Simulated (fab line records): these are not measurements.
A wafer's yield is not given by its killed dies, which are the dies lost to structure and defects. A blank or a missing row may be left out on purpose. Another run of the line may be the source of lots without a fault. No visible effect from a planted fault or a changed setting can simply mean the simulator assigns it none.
Split-lot study ; flow n5Finfet ; 21 wafers read across 7 lots, on a route 1938 steps long

== SPLIT DETAILS ==
At N5_DUMMY_GATE_ETCH_32 (etches SiO2 in CF4, target depth 3.5 nm, time 3.9 s), the setting timeS was moved away from the recipe's 3.9 s on 3 of the 21 wafers read, by -15.9% to +18.7%. For the rest of the wafers, this setting stayed at what the recipe calls for.

The reading comes from the split's own step.

== THE READING ==
etch.depthNm (the simulator's own value, which no gauge read), in nm, at N5_DUMMY_GATE_ETCH_32 (etches SiO2 in CF4, target depth 3.5 nm, time 3.9 s). There is no usual value for it anywhere in the file. Here, 18 wafers ran the recipe; their average is 3.481 nm with a standard deviation of 0.05 nm.

wafer;tool, chamber at the split;timeS as run, s;against the recipe;etch.depthNm, nm;against lot-mates on the recipe
L077.2;rieSi-03, 2;3.9;recipe;3.566;-
L077.3;rieSi-03, 3;3.585;-8.1%;3.112;-0.434
L077.4;rieSi-03, 1;3.9;recipe;3.527;-
L078.2;rieSi-03, 0;3.9;recipe;3.459;-
L078.5;rieSi-03, 0;3.9;recipe;3.488;-
L078.6;rieSi-03, 1;3.9;recipe;3.572;-
L082.1;rieSi-03, 0;3.9;recipe;3.421;-
L082.2;rieSi-03, 1;3.9;recipe;3.511;-
L082.5;rieSi-03, 0;3.9;recipe;3.44;-
L088.1;rieSi-05, 1;3.9;recipe;3.47;-
L088.3;rieSi-05, 0;3.9;recipe;3.466;-
L088.4;rieSi-05, 3;3.9;recipe;3.471;-
L089.2;rieSi-02, 0;3.9;recipe;3.505;-
L089.3;rieSi-02, 1;3.9;recipe;3.417;-
L089.4;rieSi-02, 3;3.281;-15.9%;2.972;-0.489
L094.1;rieSi-02, 3;3.9;recipe;3.546;-
L094.2;rieSi-02, 0;3.9;recipe;3.46;-
L094.3;rieSi-02, 1;3.9;recipe;3.412;-
L096.1;rieSi-03, 3;4.631;+18.7%;3.965;+0.505
L096.2;rieSi-03, 0;3.9;recipe;3.412;-
L096.3;rieSi-03, 2;3.9;recipe;3.509;-

THE FIT
A straight line over all 21 wafers: etch.depthNm changes by +0.03 nm for each +1% of timeS; r = +0.95; the points scatter about the line by 0.058 nm.
The same after taking each lot's own level away (the mean of its wafers on the recipe; 21 wafers): +0.0309 nm for each +1%; r = +0.95; scatter 0.059 nm.
Per that fit: largest timeS move, reading shift of 0.58 nm.
The span of the lots' own levels, 3.4573 to 3.5465 nm, comes to 1.8 times the standard deviation stated above.
The two slopes agree, so the slope changes little with the lot-to-lot level.
Check: with one of the wafers moved furthest among these (+18.7%) left out of the fit, the line predicts +0.656 nm for it against its lot-mates. Against them it came out at +0.505 nm.

== FURTHER SPLITS ON THESE WAFERS ==
Note: prior to the reading, these wafers also went through further splits. Each is held against what the fit with the lots' levels taken away leaves over:
other split on the same wafers;wafers away from the commonest value;r with etch.depthNm (lot level and that fit taken away)
N5_ZERO_LAYER_EXPOSE_08 doseMj;6;-0.03
N5_WELL_APT_COAT_19 spinRpm;9;+0.32
N5_FIN_CUT_ETCH_21 biasW;7;+0.05
N5_DUMMY_GATE_ETCH_37 sourceW;6;+0.40

== FILE'S OWN FIT ==
etch.depthNm changes by +0.031 nm for each +1% of timeS, r = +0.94.
